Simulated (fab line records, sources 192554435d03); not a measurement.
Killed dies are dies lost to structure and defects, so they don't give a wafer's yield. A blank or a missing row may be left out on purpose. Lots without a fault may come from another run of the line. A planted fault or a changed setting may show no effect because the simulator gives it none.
fab line records | flow n5_finfet
record lots=4 wafers=12 last_day=21
route steps=1938 shown DUMMY_GATE@235 BEOL_M4@1111 PASSIVATION@1936
lots that met no fault: from a run of the same line without faults
start_h: hours from the record's first day to the start of the lot's first wafer shown | wait_h: hours since the lot's step before | " the same as in the row above | L1.1+2: a row that stands for several wafers | - no value, or no start given | * or withheld: withheld | < > ~ a bound
route shown NAME@n: a module of which the file shows steps, and the number in the route of the first | usual: mean/standard deviation of fault-free wafers | same: alike in all rows | chamber/n: place in a boat | sites: the reading at each site | _std_site: their standard deviation | _edge_site: outer sites' mean less inner sites' | radius_mm: how far each site lies from the wafer's centre | mask NAME#n: copy n | behind: the tool/chamber that last shaped the wafer | hold: why the lot was held/for how many hours/how that ended | device: the transistor (n, p or np) that didn't switch | end of line: the same wafers' tests at the end of the route | a step without rows: its recipe alone | killed: dies lost to structure and defects at the first sort, not the wafer's yield | map: a wafer's dies, x killed, . not, _ none there
set.NAME: the setting as run; set.NAME@STEP: as run at that earlier step | model.NAME: the simulator's own value behind a step, which no gauge read
lots at some steps of the route; a table a step, a row a wafer
services: from which hour (start_h, from the record's first day; less than 0 if before it) a tool's chamber was out of use, for how many hours, and why
## steps
# step N5_DUMMY_GATE_ETCH_29
# recipe chemistry=N2/H2 target=underlayer target_depth_a=130 ion_energy_ev=200 pressure_mtorr=30 source_w=840 bias_w=150 n2_flow_sccm=200 h2_flow_sccm=200
# step N5_DUMMY_GATE_ETCH_36
# recipe chemistry=CF4 target=SiARC target_depth_a=130 pressure_mtorr=40 source_w=545 bias_w=36 Ar_flow_sccm=100 cf4_flow_sccm=100 ion_energy_ev=80
# step N5_DUMMY_GATE_ETCH_37
# recipe chemistry=N2/H2 target=SOC target_depth_a=600 overetch_a=300 temp_c=40 ion_energy_ev=200 pressure_mtorr=30 source_w=840 bias_w=150 n2_flow_sccm=200 h2_flow_sccm=200
# step N5_DUMMY_GATE_STRIP_38
# recipe chemistry=N2/H2 temp_c=40 n2_flow_sccm=200 h2_flow_sccm=200 rf_frequency_hz=6e+07
# step N5_DUMMY_GATE_STRIP_39
# recipe chemistry=N2/H2 temp_c=40 n2_flow_sccm=200 h2_flow_sccm=200 rf_frequency_hz=6e+07
# step N5_DUMMY_GATE_TRIM_49
# recipe chemistry=O2 resist=SOC time_s=29 target_cd_nm=14 source_power_w=300 bias_power_w=0 O2_flow_sccm=100 temp_c=20
# step N5_DUMMY_GATE_STRIP_40
# recipe chemistry=CF4 resist=SiARC power_w=300 bias_power_w=75 pressure_mtorr=50 cf4_flow_sccm=150 rf_frequency_hz=6e+07
# step N5_DUMMY_GATE_ETCH_31
# recipe chemistry=C4F6/O2 target=SiO2 mask_material=SOC target_depth_a=825 time_s=27.5 ion_energy_ev=250 pressure_mtorr=30 source_w=345 bias_w=185 Ar_flow_sccm=300 C4F6_flow_sccm=10 O2_flow_sccm=10
# step N5_DUMMY_GATE_STRIP_41
# recipe chemistry=O2 power_w=400 temp_c=40 pressure_mtorr=30 rf_frequency_hz=6e+07 bias_power_w=0 overash_fraction=0.3 o2_flow_sccm=225
# step N5_DUMMY_GATE_HM_OPEN_21
# recipe chemistry=CH3F/O2 target=SiNx target_depth_a=1200 Ar_flow_sccm=150 CH3F_flow_sccm=30 O2_flow_sccm=23 time_s=171.4 pressure_mtorr=30 source_w=395 bias_w=73 ion_energy_ev=120.7
# step N5_DUMMY_GATE_ETCH_32
# recipe chemistry=CF4 target=SiO2 target_depth_a=35 time_s=3.9 ion_energy_ev=350 pressure_mtorr=10 icp_w=800 bias_w=400 cf4_flow_sccm=80
# step N5_DUMMY_GATE_ETCH_23
# recipe chemistry=HBr/Cl2/O2 HBr_flow_sccm=150 Cl2_flow_sccm=80 O2_flow_sccm=12 bias_w=102 target_depth_a=410 time_s=22.3 target=poly-Si mask_material=SiO2 pressure_mtorr=10 icp_w=800
# usual HBr_flow_sccm=150.1/0.48 O2_flow_sccm=12.00/0.036 drypump_motor_current_A=5.8/0.53 oes_product_au=0.995/0.024 throttle_valve_pct=37.3/0.37
# columns lot.wafer tool chamber start_h wait_h HBr_flow_sccm O2_flow_sccm drypump_motor_current_A oes_product_au rf_hours_counter_h throttle_valve_pct model.SiO2_of_DUMMY_GATE_PECVD_30.thk_nm
L560.1 rie_si-02 3 74.02 0.0 149.5 12.00 6.7 0.981 31 36.7 39.6
L560.3 " 2 " " 149.3 12.02 6.1 1.005 200 37.7 39.6
L560.6 " 1 " " 149.6 11.99 6.1 1.009 - 37.7 39.8
L565.1 rie_si-05 2 100.07 0.0 - - - - - - 40
L565.4 " 1 " " - - - - - - 43
L565.5 " 0 " " - - - - - - 39.6
L566.2 rie_si-02 2 109.95 0.0 - - - - - - 40.8
L566.3 " 1 " " - - - - - - 40.4
L566.6 " 0 " " - - - - - - 40
L575.1 rie_si-04 3 161.35 0.0 149.6 12.03 5.3 1.000 148 37.2 40
L575.4 " 2 " " 150.6 12.03 6.4 1.008 - 37.3 39
L575.5 " 3 " " 150.2 12.09 5.3 1.008 - 37.2 39.8
# step N5_DUMMY_GATE_ETCH_44
# recipe chemistry=HBr/O2 over_etch_frac=0.7 target_depth_a=1275 stop_on=SiO2 ion_energy_ev=60 bias_w=20 target=poly-Si mask_material=SiO2 pressure_mtorr=20 icp_w=400 HBr_flow_sccm=120 O2_flow_sccm=10
# usual HBr_flow_sccm=120.0/0.38 O2_flow_sccm=10.00/0.031 drypump_motor_current_A=5.8/0.52 oes_product_au=0.727/0.015 throttle_valve_pct=18.58/0.18
# columns lot.wafer tool chamber start_h wait_h HBr_flow_sccm O2_flow_sccm drypump_motor_current_A oes_product_au rf_hours_counter_h throttle_valve_pct model.SiO2_of_DUMMY_GATE_PECVD_30.thk_nm
L560.1 rie_si-02 3 74.08 0.0 120.3 10.05 6.7 0.718 31 18.46 38.6
L560.3 " 2 " " 120.1 10.01 6.1 0.742 200 18.80 38.6
L560.6 " 1 " " 119.6 10.00 6.1 0.726 - 18.79 38.8
L565.1 rie_si-05 2 100.13 0.0 119.7 9.95 5.7 0.714 149 18.92 38.8
L565.4 " 1 " " 120.7 9.97 5.0 0.709 30 18.30 42
L565.5 " 0 " " 119.8 9.97 5.0 0.724 - 18.50 38.6
L566.2 rie_si-02 2 110.01 0.0 119.7 10.00 6.1 0.762 0 18.58 39.8
L566.3 " 1 " " 120.2 10.02 6.1 0.729 146 18.78 39.2
L566.6 " 0 " " 119.8 10.01 5.9 0.739 - 18.64 39
L575.1 rie_si-04 3 161.40 0.0 119.9 9.96 5.3 0.740 148 18.38 39.2
L575.4 " 2 " " 119.4 9.99 6.4 0.719 - 18.71 38
L575.5 " 3 " " 119.5 9.97 5.3 0.746 - 18.38 38.8
# step N5_BEOL_M4_RC_MEAS_101
# usual DIBL_N=36.1/2.3 DIBL_P=36/3.2 IOFF_N=0.16/0.045 IOFF_P=0.21/0.049 ION_N=674/14 ION_P=462/8.4 SS_N=71.6/0.83 SS_P=73.2/0.87 VT_N=249/3.8 VT_P=-250/3.4
# columns lot.wafer tool chamber start_h wait_h DIBL_N[mV/V] DIBL_P[mV/V] IOFF_N[nA/um] IOFF_P[nA/um] ION_N[uA/um] ION_P[uA/um] SS_N[mV/dec] SS_P[mV/dec] VT_N[mV] VT_P[mV]
L560.1 prober-02 0 280.71 0.0 32.6 32 0.12 0.16 670 459 70.0 71.6 252 -253
L560.3 " 0 " " 35.1 33 0.14 0.17 670 456 71.6 72.4 250 -254
L560.6 " 0 " " 34.9 34 0.15 0.18 674 462 71.7 73.2 247 -249
L575.1 prober-01 0 388.33 0.0 35.1 37 0.15 0.22 677 463 71.2 73.7 249 -249
L575.4 " 0 " " 32.4 34 0.12 0.17 653 453 70.1 72.3 256 -253
L575.5 " 0 " " 35.5 37 0.16 0.21 679 464 70.7 73.4 251 -249
# step N5_PASSIVATION_PROBE_49
# usual defect_limited_yield=90.9/1.6 killed_at_M0_to_M3=37/11 killed_at_M4_up=15/5.6 killed_at_contacts=13/6.4 killed_at_front_end=39/11 killed_at_other=4/3.1 killed_dies=107/19 killed_on_rim=14/4.3 killed_open=71/14 killed_short=34/7.8 sort_bin_5_function=5.3/1 sort_bin_6_memory=3.4/0.72 sort_n_pass=1072/20 sort_yield_pct=90.9/1.7
# same gross_dies=1180 killed_at_back_side=0 sort_bin_4_leakage[%]=0 sort_bin_8_speed[%]=0
# columns lot.wafer tool chamber start_h wait_h defect_limited_yield[%] killed_at_M0_to_M3 killed_at_M4_up killed_at_contacts killed_at_front_end killed_at_other killed_dies killed_on_rim killed_open killed_short sort_bin_5_function[%] sort_bin_6_memory[%] sort_n_pass sort_yield_pct[%]
L560.1 prober-01 - 376.86 0.0 91.2 29 17 24 32 2 104 11 67 30 4.7 3.9 1076 91.2
L560.3 prober-01 - 376.96 0.1 89.9 34 15 22 47 1 119 13 77 38 5.8 3.7 1061 89.9
L560.6 prober-01 - 377.11 0.3 91.9 30 13 17 35 1 96 7 53 37 4.9 3.0 1084 91.9
L565.1 prober-02 - 434.91 0.0 0 38 15 15 1110 2 1180 152 79 40 96.2 3.6 0 0
L565.4 prober-02 - 435.06 0.2 0 29 19 19 1113 0 1180 152 59 27 96.4 3.4 0 0
L565.5 prober-02 - 435.11 0.2 0 28 13 14 1124 1 1180 152 64 24 96.5 3.3 0 0
L566.2 prober-01 - 435.58 0.1 0 45 15 16 1096 8 1180 152 91 54 93.7 5.8 0 0
L566.3 prober-01 - 435.63 0.1 0 49 11 11 1100 9 1180 152 74 38 95.9 3.6 0 0
L566.6 prober-01 - 435.78 0.3 0 58 13 4 1103 2 1180 152 89 33 95.7 3.8 0 0
# killed by level:class
L560.1 MOL_CONTACT_COAG:geometric_particle:open=18 BEOL_M1:geometric_particle:open=11 GATE_CUT:geometric_particle:short=7 GATE_CUT:geometric_particle:open=6 MOL_CONTACT_COAG:geometric_particle:short=6 FIN_SAQP:geometric_particle:short=5 DUMMY_GATE:geometric_particle:open=5 FIN_SAQP:geometric_particle:open=4
L560.3 MOL_CONTACT_COAG:geometric_particle:open=18 BEOL_M1:geometric_particle:open=11 FIN_SAQP:geometric_particle:short=9 FIN_SAQP:geometric_particle:open=9 STI_FIN_REVEAL:geometric_particle:open=8 BEOL_M0_SAQP:geometric_particle:short=8 GATE_CUT:geometric_particle:short=6 BEOL_M3:geometric_particle:open=5
L560.6 MOL_CONTACT_COAG:geometric_particle:open=13 BEOL_M0_SAQP:geometric_particle:short=9 FIN_SAQP:geometric_particle:short=6 STI_FIN_REVEAL:geometric_particle:open=5 GATE_CUT:geometric_particle:short=5 BEOL_M0_SAQP:geometric_particle:open=5 BEOL_M1:geometric_particle:open=5 FIN_SAQP:geometric_particle:open=4
L565.1 DUMMY_GATE:area_etch=1061 BEOL_M2:geometric_particle:open=14 STI_FIN_REVEAL:geometric_particle:open=13 MOL_CONTACT_COAG:geometric_particle:open=11 FIN_SAQP:geometric_particle:short=9 FIN_SAQP:geometric_particle:open=8 BEOL_M3:geometric_particle:open=7 MOL_CONTACT_COAG:geometric_particle:short=4
L565.4 DUMMY_GATE:area_etch=1093 BEOL_M4:geometric_particle:open=14 MOL_CONTACT_COAG:geometric_particle:open=10 MOL_CONTACT_COAG:geometric_particle:short=9 BEOL_M1:geometric_particle:open=6 BEOL_M2:geometric_particle:open=6 STI_FIN_REVEAL:geometric_particle:open=5 BEOL_M0_SAQP:geometric_particle:open=5
L565.5 DUMMY_GATE:area_etch=1092 MOL_CONTACT_COAG:geometric_particle:open=12 FIN_SAQP:geometric_particle:short=8 BEOL_M3:geometric_particle:open=8 BEOL_M2:geometric_particle:open=6 BEOL_M4:geometric_particle:open=5 FIN_SAQP:geometric_particle:open=4 STI_FIN_REVEAL:geometric_particle:open=4
L566.2 DUMMY_GATE:area_etch=1035 STI_FIN_REVEAL:geometric_particle:open=20 FIN_SAQP:geometric_particle:short=17 MOL_CONTACT_COAG:geometric_particle:open=13 FIN_SAQP:geometric_particle:open=8 BEOL_M3:geometric_particle:open=8 BEOL_M0_SAQP:geometric_particle:short=7 BEOL_M0_SAQP:geometric_particle:open=6
L566.3 DUMMY_GATE:area_etch=1065 BEOL_M2:geometric_particle:open=15 FIN_SAQP:geometric_particle:short=10 MOL_CONTACT_COAG:geometric_particle:open=9 BEOL_M0_SAQP:geometric_particle:open=9 BEOL_M3:geometric_particle:open=7 FIN_SAQP:geometric_particle:open=6 BEOL_M0_SAQP:geometric_particle:short=6
L566.6 DUMMY_GATE:area_etch=1058 STI_FIN_REVEAL:geometric_particle:open=16 BEOL_M3:geometric_particle:open=14 BEOL_M1:geometric_particle:open=13 BEOL_M2:geometric_particle:open=12 BEOL_M0_SAQP:geometric_particle:short=10 FIN_SAQP:geometric_particle:short=8 DUMMY_GATE:geometric_particle:open=6
# map L565.1 (x killed, . not)
_________________xxxxxxxxxxxx________________
______________xxxxxxxxxxxxxxxxxx_____________
___________xxxxxxxxxxxxxxxxxxxxxxxx__________
__________xxxxxxxxxxxxxxxxxxxxxxxxxx_________
________xxxxxxxxxxxxxxxxxxxxxxxxxxxxxx_______
_______xxxxxxxxxxxxxxxxxxxxxxxxxxxxxxxx______
______xxxxxxxxxxxxxxxxxxxxxxxxxxxxxxxxxx_____
_____xxxxxxxxxxxxxxxxxxxxxxxxxxxxxxxxxxxx____
____xxxxxxxxxxxxxxxxxxxxxxxxxxxxxxxxxxxxxx___
___xxxxxxxxxxxxxxxxxxxxxxxxxxxxxxxxxxxxxxxx__
___xxxxxxxxxxxxxxxxxxxxxxxxxxxxxxxxxxxxxxxx__
__xxxxxxxxxxxxxxxxxxxxxxxxxxxxxxxxxxxxxxxxxx_
__xxxxxxxxxxxxxxxxxxxxxxxxxxxxxxxxxxxxxxxxxx_
_xxxxxxxxxxxxxxxxxxxxxxxxxxxxxxxxxxxxxxxxxxxx
_xxxxxxxxxxxxxxxxxxxxxxxxxxxxxxxxxxxxxxxxxxxx
_xxxxxxxxxxxxxxxxxxxxxxxxxxxxxxxxxxxxxxxxxxxx
_xxxxxxxxxxxxxxxxxxxxxxxxxxxxxxxxxxxxxxxxxxxx
_xxxxxxxxxxxxxxxxxxxxxxxxxxxxxxxxxxxxxxxxxxxx
_xxxxxxxxxxxxxxxxxxxxxxxxxxxxxxxxxxxxxxxxxxxx
_xxxxxxxxxxxxxxxxxxxxxxxxxxxxxxxxxxxxxxxxxxxx
_xxxxxxxxxxxxxxxxxxxxxxxxxxxxxxxxxxxxxxxxxxxx
__xxxxxxxxxxxxxxxxxxxxxxxxxxxxxxxxxxxxxxxxxx_
__xxxxxxxxxxxxxxxxxxxxxxxxxxxxxxxxxxxxxxxxxx_
___xxxxxxxxxxxxxxxxxxxxxxxxxxxxxxxxxxxxxxxx__
___xxxxxxxxxxxxxxxxxxxxxxxxxxxxxxxxxxxxxxxx__
____xxxxxxxxxxxxxxxxxxxxxxxxxxxxxxxxxxxxxx___
_____xxxxxxxxxxxxxxxxxxxxxxxxxxxxxxxxxxxx____
______xxxxxxxxxxxxxxxxxxxxxxxxxxxxxxxxxx_____
_______xxxxxxxxxxxxxxxxxxxxxxxxxxxxxxxx______
________xxxxxxxxxxxxxxxxxxxxxxxxxxxxxx_______
__________xxxxxxxxxxxxxxxxxxxxxxxxxx_________
___________xxxxxxxxxxxxxxxxxxxxxxxx__________
______________xxxxxxxxxxxxxxxxxx_____________
_________________xxxxxxxxxxxx________________
# map L566.2 (x killed, . not)
_________________xxxxxxxxxxxx________________
______________xxxxxxxxxxxxxxxxxx_____________
___________xxxxxxxxxxxxxxxxxxxxxxxx__________
__________xxxxxxxxxxxxxxxxxxxxxxxxxx_________
________xxxxxxxxxxxxxxxxxxxxxxxxxxxxxx_______
_______xxxxxxxxxxxxxxxxxxxxxxxxxxxxxxxx______
______xxxxxxxxxxxxxxxxxxxxxxxxxxxxxxxxxx_____
_____xxxxxxxxxxxxxxxxxxxxxxxxxxxxxxxxxxxx____
____xxxxxxxxxxxxxxxxxxxxxxxxxxxxxxxxxxxxxx___
___xxxxxxxxxxxxxxxxxxxxxxxxxxxxxxxxxxxxxxxx__
___xxxxxxxxxxxxxxxxxxxxxxxxxxxxxxxxxxxxxxxx__
__xxxxxxxxxxxxxxxxxxxxxxxxxxxxxxxxxxxxxxxxxx_
__xxxxxxxxxxxxxxxxxxxxxxxxxxxxxxxxxxxxxxxxxx_
_xxxxxxxxxxxxxxxxxxxxxxxxxxxxxxxxxxxxxxxxxxxx
_xxxxxxxxxxxxxxxxxxxxxxxxxxxxxxxxxxxxxxxxxxxx
_xxxxxxxxxxxxxxxxxxxxxxxxxxxxxxxxxxxxxxxxxxxx
_xxxxxxxxxxxxxxxxxxxxxxxxxxxxxxxxxxxxxxxxxxxx
_xxxxxxxxxxxxxxxxxxxxxxxxxxxxxxxxxxxxxxxxxxxx
_xxxxxxxxxxxxxxxxxxxxxxxxxxxxxxxxxxxxxxxxxxxx
_xxxxxxxxxxxxxxxxxxxxxxxxxxxxxxxxxxxxxxxxxxxx
_xxxxxxxxxxxxxxxxxxxxxxxxxxxxxxxxxxxxxxxxxxxx
__xxxxxxxxxxxxxxxxxxxxxxxxxxxxxxxxxxxxxxxxxx_
__xxxxxxxxxxxxxxxxxxxxxxxxxxxxxxxxxxxxxxxxxx_
___xxxxxxxxxxxxxxxxxxxxxxxxxxxxxxxxxxxxxxxx__
___xxxxxxxxxxxxxxxxxxxxxxxxxxxxxxxxxxxxxxxx__
____xxxxxxxxxxxxxxxxxxxxxxxxxxxxxxxxxxxxxx___
_____xxxxxxxxxxxxxxxxxxxxxxxxxxxxxxxxxxxx____
______xxxxxxxxxxxxxxxxxxxxxxxxxxxxxxxxxx_____
_______xxxxxxxxxxxxxxxxxxxxxxxxxxxxxxxx______
________xxxxxxxxxxxxxxxxxxxxxxxxxxxxxx_______
__________xxxxxxxxxxxxxxxxxxxxxxxxxx_________
___________xxxxxxxxxxxxxxxxxxxxxxxx__________
______________xxxxxxxxxxxxxxxxxx_____________
_________________xxxxxxxxxxxx________________
## services
# columns tool chamber start_h hours kind
rie_si-02 2 58.98 4.3 repair
rie_si-05 - 66.79 14.3 repair
rie_si-02 - 69.10 0.4 repair
rie_si-02 2 78.99 - clean
rie_si-02 2 78.99 24.0 scheduled_down
rie_si-02 2 78.99 24.0 vent_cycle
rie_si-04 1 86.45 8.8 repair
rie_si-05 0 141.82 21.8 repair
rie_si-04 1 147.08 - clean
rie_si-04 1 147.08 18.7 scheduled_down
rie_si-04 1 147.08 18.7 vent_cycle
## key
first_sign step=N5_DUMMY_GATE_ETCH_23 reading=tool_record direction=missing
effect step=N5_PASSIVATION_PROBE_49 reading=killed_at_front_end direction=up sigmas=96 usual=39 struck=1108
model_effect step=N5_DUMMY_GATE_ETCH_23 value=SiO2_of_DUMMY_GATE_PECVD_30.thk_nm without=38 struck=40.63
model_effect step=N5_DUMMY_GATE_ETCH_44 value=SiO2_of_DUMMY_GATE_PECVD_30.thk_nm without=37.03 struck=39.57
more_kills_born_at N5_DUMMY_GATE_ETCH_23@rie_si-05=3246 N5_DUMMY_GATE_ETCH_23@rie_si-02=3158
met_at N5_DUMMY_GATE_ETCH_23
struck_wafers L565.1,L565.4,L565.5,L566.2,L566.3,L566.6
later_rows_left_out L565.1,L565.4,L565.5,L566.2,L566.3,L566.6
onset_between 74.02 100.07
fault kind=skipped_step_whole tool=rie_si-02,rie_si-05 chamber=- onset_h=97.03 steps=N5_DUMMY_GATE_ETCH_23 scope=struck_lots_only
# later_rows_left_out: the simulator's readings of these wafers behind a module that went badly wrong aren't trusted and aren't shown, but for the sort
